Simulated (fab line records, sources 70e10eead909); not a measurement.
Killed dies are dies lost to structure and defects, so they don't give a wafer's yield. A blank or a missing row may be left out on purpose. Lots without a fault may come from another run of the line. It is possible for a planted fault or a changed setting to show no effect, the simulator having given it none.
Struck lot and sound lot, side by side / flow nand_harc / 15 out of 1159 route steps
Sound: wafers L870.2, L870.3, L870.4. Wafers L871.3, L871.4, L871.5 were the ones struck. Last of all comes the cause.
Order at every step that has rows: each side's tool, ch and its chambers, its first start. Under that, the readings that differ: sound wafers / struck wafers / difference of the means / sigmas: that difference in standard deviations of wafers without a fault.
alike: readings whose means differ by less than 2 such deviations, and words and numbers that are the same on both sides. not compared: withheld readings, readings that some wafer has no value for, bounds like >300 that may hide the same value, and numbers for which the record gives no deviation and whose values overlap.
The two part at a step that has a row with sigmas, a row that says differs or no value, or rows on one side only. Non-overlapping numbers with no deviation appear without sigmas and do not part them. Lack of a reading on every wafer of one side parts them only where that side has two or more wafers.

first, 1 step without rows for these wafers: NHARC_A_ONON_D1_DEP_00 (target thk 1000 nm).
NHARC_A_ONON_D1_THK_MEAS_02: measures by ellipsometry.
  sound: film_metro-01 at day 8 06:56; struck: film_metro-02 at day 8 15:39
  alike: thk_nm
then, no rows for these wafers at 1 step: NHARC_A_ONON_D1_DEP_03 (target thk 1000 nm).
NHARC_A_ONON_D1_THK_MEAS_05: measures by ellipsometry.
  sound: film_metro-01 at day 8 07:30; struck: film_metro-01 at day 8 16:13
reading=thk_nm (nm); sound=1018 1014 1014; struck=997 996 998; difference=-18; sigmas=-2
then, no rows for these wafers at 1 step: NHARC_A_ONON_D1_DEP_06 (target thk 1000 nm).
NHARC_A_ONON_D1_THK_MEAS_08: measures by ellipsometry.
  sound: film_metro-01 at day 8 08:04; struck: film_metro-02 at day 8 16:47
  alike: thk_nm
then, no rows for these wafers at 1 step: NHARC_A_ONON_D1_DEP_09 (target thk 1000 nm).
NHARC_A_ONON_D1_THK_MEAS_11: measures by ellipsometry.
  sound: film_metro-02 at day 8 08:39; struck: film_metro-02 at day 8 17:21
  alike: thk_nm
then, no rows for these wafers at 1 step: NHARC_A_ONON_D1_DEP_12 (target thk 1000 nm).
NHARC_A_ONON_D1_THK_MEAS_14: measures by ellipsometry.
  sound: film_metro-02 at day 8 09:13; struck: film_metro-01 at day 8 17:55
  alike: thk_nm
then, 1 step without rows for these wafers: NHARC_A_ONON_D1_ANNEAL_15 (time 3600 s).
NHARC_A_ONON_D1_DEP_16: target thk 1000 nm.
  sound on pecvd_onon-04 ch 0, day 8 16:07; struck on pecvd_onon-04 ch 0, day 9 00:41
  alike: n2_flow_sccm
NHARC_A_ONON_D1_THK_MEAS_18: measures by ellipsometry.
  sound: film_metro-02 at day 8 16:34; struck: film_metro-01 at day 9 01:05
reading=thk_nm (nm); sound=987 988 987; struck=1919 1918 1919; difference=+931; sigmas=+96
then, no rows for these wafers at 1 step: NHARC_A_ONON_D1_DEP_19 (target thk 1000 nm).
-- the record jumps here: 11 days lie between the struck wafers' starts before and after (it left off in module A_ONON_D1 and takes up again in module END, whose first step shown is number 1159 of the route) --
NHARC_END_SORT_01:
  the record has rows for the struck wafers here (prober-02 ch 0, day 19 23:02) and none for the sound ones

== WHERE THEY PART ==
Last at NHARC_END_SORT_01 as far as this record goes, first at NHARC_A_ONON_D1_THK_MEAS_05.

WHY: what had been put in by the simulator
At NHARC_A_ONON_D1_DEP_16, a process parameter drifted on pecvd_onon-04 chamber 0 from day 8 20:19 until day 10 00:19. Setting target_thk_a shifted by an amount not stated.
